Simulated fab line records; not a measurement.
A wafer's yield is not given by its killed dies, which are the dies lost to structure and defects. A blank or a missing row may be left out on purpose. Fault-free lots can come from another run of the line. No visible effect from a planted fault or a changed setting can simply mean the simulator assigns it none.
Which of the tools did it? | flow n5 finfet | 27 wafers from 9 lots sampled at 5 of the route's 1938 steps

WHAT EACH GAUGE READ, for each wafer
N5_MOL_CONTACT_COAG_CD_MEAS_101: the cd target is 16 nm.
lot  | measured     | on        | cd nm (nm)
L253 | day 5 22:38  | cd sem-03 | 16.1 16.1 16.8
L258 | day 7 09:50  | cd sem-03 | 16.3 15.5 15.5
L262 | day 8 08:53  | cd sem-02 | 16.5 16.5 16.4
L261 | day 8 11:16  | cd sem-01 | 16.3 16.4 16.6
L263 | day 8 12:55  | cd sem-01 | 16.1 16.2 16.0
L265 | day 9 04:44  | cd sem-01 | 15.7 15.8 15.8
L266 | day 9 05:16  | cd sem-02 | 16.4 16.5 16.6
L269 | day 9 22:56  | cd sem-02 | 15.7 16.1 16.0
L272 | day 10 17:56 | cd sem-01 | 16.2 16.4 16.2

N5_BEOL_M4_RC_MEAS_101.
lot  | measured     | on        | DIBL_N (mV/V)  | DIBL_P (mV/V)  | IOFF_N (nA/um) | IOFF_P (nA/um) | ION_N (uA/um) | ION_P (uA/um) | SS_N (mV/dec)  | SS_P (mV/dec)  | VT_N (mV)   | VT_P (mV)
L253 | day 8 21:33  | prober-02 | 36.7 34.8 35.7 | 36.7 35.0 36.1 | 0.18 0.14 0.16 | 0.21 0.19 0.20 | 680 679 670   | 458 463 464   | 71.9 71.4 71.3 | 73.9 73.4 73.5 | 246 251 249 | -251.4 -252.9 -251.7
L258 | day 10 11:02 | prober-01 | 36.7 34.2 36.2 | 35.7 33.3 34.4 | 0.15 0.12 0.14 | 0.18 0.16 0.17 | 670 660 665   | 459 451 450   | 70.9 70.6 70.7 | 73.6 72.8 73.2 | 249 252 250 | -253.0 -255.4 -252.7
L262 | day 11 17:28 | prober-01 | 38.3 39.4 38.6 | 36.8 37.8 37.5 | 0.19 0.24 0.21 | 0.25 0.27 0.27 | 684 693 680   | 464 465 462   | 71.7 72.8 72.3 | 74.4 74.5 74.3 | 245 243 247 | -248.6 -247.5 -247.8
L261 | day 11 20:26 | prober-02 | 36.6 37.1 34.2 | 37.2 38.2 34.3 | 0.17 0.18 0.12 | 0.23 0.26 0.18 | 676 684 663   | 463 472 460   | 71.1 71.7 70.6 | 73.9 74.3 72.4 | 250 246 255 | -246.2 -246.0 -249.6
L263 | day 11 19:24 | prober-01 | 36.3 37.4 37.3 | 36.2 36.3 38.8 | 0.16 0.19 0.20 | 0.20 0.21 0.25 | 663 652 669   | 448 446 463   | 71.8 73.3 72.6 | 73.1 73.4 73.4 | 250 250 247 | -252.3 -249.7 -246.2
L265 | day 11 23:17 | prober-01 | 35.6 36.9 33.8 | 38.7 39.1 34.8 | 0.16 0.17 0.12 | 0.20 0.21 0.15 | 675 672 659   | 459 456 451   | 71.5 71.8 71.3 | 74.3 74.2 72.7 | 250 250 255 | -251.6 -252.3 -258.8
L266 | day 11 22:42 | prober-02 | 37.0 37.3 39.1 | 35.9 34.9 38.0 | 0.15 0.14 0.19 | 0.20 0.19 0.25 | 671 645 681   | 459 444 464   | 72.1 71.8 71.4 | 73.0 72.9 73.8 | 251 253 249 | -251.3 -251.0 -246.2
L269 | day 13 08:45 | prober-02 | 36.0 32.4 38.2 | 36.4 33.5 40.1 | 0.16 0.12 0.22 | 0.20 0.16 0.26 | 654 668 693   | 452 463 474   | 72.2 70.2 72.2 | 73.7 72.5 73.2 | 251 250 244 | -253.1 -252.6 -248.4
L272 | day 13 21:25 | prober-01 | 38.1 37.5 37.7 | 41.2 39.5 39.4 | 0.24 0.21 0.21 | 0.30 0.26 0.26 | 691 684 661   | 474 467 449   | 72.1 71.8 72.3 | 73.9 74.3 74.0 | 243 248 247 | -243.0 -246.6 -245.4

WHICH TOOL RAN EACH LOT (tool, then ch and the chambers of the sampled wafers, then the start)
lot  | N5_BEOL_M0_SAQP_ETCH_83           | N5_BEOL_M0_SAQP_MANDREL_ETCH_103 | N5_BEOL_M0_SAQP_RECESS_104
L253 | rie diel-03 ch 0,1,2, day 6 09:35 | rie si-01 ch 1,2,3, day 6 12:25  | vapor etch-01 ch 0,1, day 6 12:30
L258 | rie diel-03 ch 1,2, day 7 18:17   | rie si-01 ch 0,2,3, day 7 20:02  | vapor etch-02 ch 0,1, day 7 20:07
L262 | rie diel-04 ch 0,1, day 8 15:08   | rie si-06 ch 1,2,3, day 8 19:04  | vapor etch-02 ch 0,1, day 8 19:16
L261 | rie diel-02 ch 0,1, day 8 18:14   | rie si-01 ch 1,2,3, day 8 19:57  | vapor etch-02 ch 0,1, day 8 20:09
L263 | rie diel-04 ch 1,2,3, day 8 23:29 | rie si-06 ch 0,1,2, day 9 01:32  | vapor etch-01 ch 0,1, day 9 01:37
L265 | rie diel-04 ch 0,2,3, day 9 12:03 | rie si-04 ch 0,1,2, day 9 13:53  | vapor etch-02 ch 0,1, day 9 13:58
L266 | rie diel-02 ch 0,2,3, day 9 13:35 | rie si-06 ch 0,1,3, day 9 15:39  | vapor etch-02 ch 0,1, day 9 15:44
L269 | rie diel-04 ch 2,3, day 10 05:03  | rie si-04 ch 0,1,2, day 10 06:49 | vapor etch-01 ch 0,1, day 10 06:53
L272 | rie diel-03 ch 1,3, day 11 02:30  | rie si-01 ch 0,1,3, day 11 05:07 | vapor etch-02 ch 0,1, day 11 05:11
- N5_BEOL_M0_SAQP_ETCH_83: etches SiARC in CF4, target depth 39 nm, time 65 s.
- N5_BEOL_M0_SAQP_MANDREL_ETCH_103: etches a-Si in HBr/Cl2, stops on SiCN, target depth 45 nm, bt time 10 s, time 27 s.
- N5_BEOL_M0_SAQP_RECESS_104: chemistry HF/NH3, target SiO2, target depth 18 nm, afs cycles 3, sublimation time 60 s.

WHAT THE TOOLS THEMSELVES READ (means of the sampled wafers that have a number; where no wafer has one, the mark that the record gives instead)
N5_BEOL_M0_SAQP_ETCH_83.
lot  | tool        | drypump motor current A (A) | etch rf on time s (s) | oes product au (a.u.) | rf vpp V (V) | showerhead plenum p Torr (Torr) | throttle valve pct (%)
L253 | rie diel-03 | 5.7                         | 65.1                  | 0.62                  | 184.4        | 2.16                            | 15.7
L258 | rie diel-03 | 5.8                         | 65.4                  | 0.62                  | 183.5        | 2.15                            | 15.7
L262 | rie diel-04 | 5.7                         | 64.5                  | 0.66                  | 182.3        | 2.01                            | 15.5
L261 | rie diel-02 | 6.0                         | 67.4                  | 0.59                  | 185.4        | 2.21                            | 16.1
L263 | rie diel-04 | 5.6                         | 65.7                  | 0.65                  | 183.6        | 2.11                            | 15.3
L265 | rie diel-04 | 5.8                         | 65.2                  | 0.64                  | 183.5        | 2.08                            | 15.5
L266 | rie diel-02 | 5.7                         | 65.2                  | 0.71                  | 184.4        | 2.17                            | 15.7
L269 | rie diel-04 | 5.5                         | 66.6                  | 0.63                  | 184.3        | 2.13                            | 15.4
L272 | rie diel-03 | 6.1                         | 65.9                  | 0.61                  | 184.5        | 2.18                            | 15.5

N5_BEOL_M0_SAQP_MANDREL_ETCH_103.
lot  | tool      | drypump motor current A (A) | oes product au (a.u.) | throttle valve pct (%)
L253 | rie si-01 | 6.0                         | 0.677                 | 35.4
L258 | rie si-01 | 5.9                         | 0.544                 | 35.6
L262 | rie si-06 | 5.6                         | 0.681                 | 35.3
L261 | rie si-01 | 6.0                         | 0.546                 | 35.7
L263 | rie si-06 | 6.0                         | 0.681                 | 35.4
L265 | rie si-04 | 5.5                         | 0.682                 | 35.4
L266 | rie si-06 | 5.6                         | 0.676                 | 35.4
L269 | rie si-04 | 5.5                         | 0.677                 | 35.4
L272 | rie si-01 | 6.0                         | 0.667                 | 35.3

N5_BEOL_M0_SAQP_RECESS_104.
lot  | tool          | drypump motor current A (A) | temp c (C)
L253 | vapor etch-01 | 5.5                         | 30.09
L258 | vapor etch-02 | 5.3                         | 30.09
L262 | vapor etch-02 | 5.5                         | 29.90
L261 | vapor etch-02 | 5.5                         | 29.86
L263 | vapor etch-01 | 5.9                         | 30.07
L265 | vapor etch-02 | 5.3                         | 30.06
L266 | vapor etch-02 | 5.5                         | 30.00
L269 | vapor etch-01 | 5.5                         | 30.05
L272 | vapor etch-02 | 5.3                         | 29.92

THE ANSWER, worked out from the rows above alone
Rule: the lots themselves supply what counts as usual. The widest of any qualifying gaps counts: lots, ordered by their means at a reading, are off when they make up no more than a third of the lots, leave a main group of 4 or more, and stand apart from it by 3 or more times the standard deviation of that group's means. The tables above print the reading to a certain number of digits; a main group whose means all agree to those digits is not used. A lot without any number at a reading at which 4 lots or more have one is off too. All remaining lots with rows at the step are treated as sound. After the gauges, taken in route order, come the tools' own readings; for these a lot's mean is taken, as printed above. At the first step where some lot is off, the reading lying furthest off is the one used; lots without a number count as furthest.
Off, at N5_BEOL_M0_SAQP_MANDREL_ETCH_103 on oes product au: L258, L261. The main group has a mean of 0.677 a.u. with a standard deviation of 0.0047.
If a tool, at that step or one of the process steps before it, ran each lot that is off and ran no sound lot following the first of them, it fits. Of those tried, none fits.

WHAT WAS PUT IN BY THE SIMULATOR
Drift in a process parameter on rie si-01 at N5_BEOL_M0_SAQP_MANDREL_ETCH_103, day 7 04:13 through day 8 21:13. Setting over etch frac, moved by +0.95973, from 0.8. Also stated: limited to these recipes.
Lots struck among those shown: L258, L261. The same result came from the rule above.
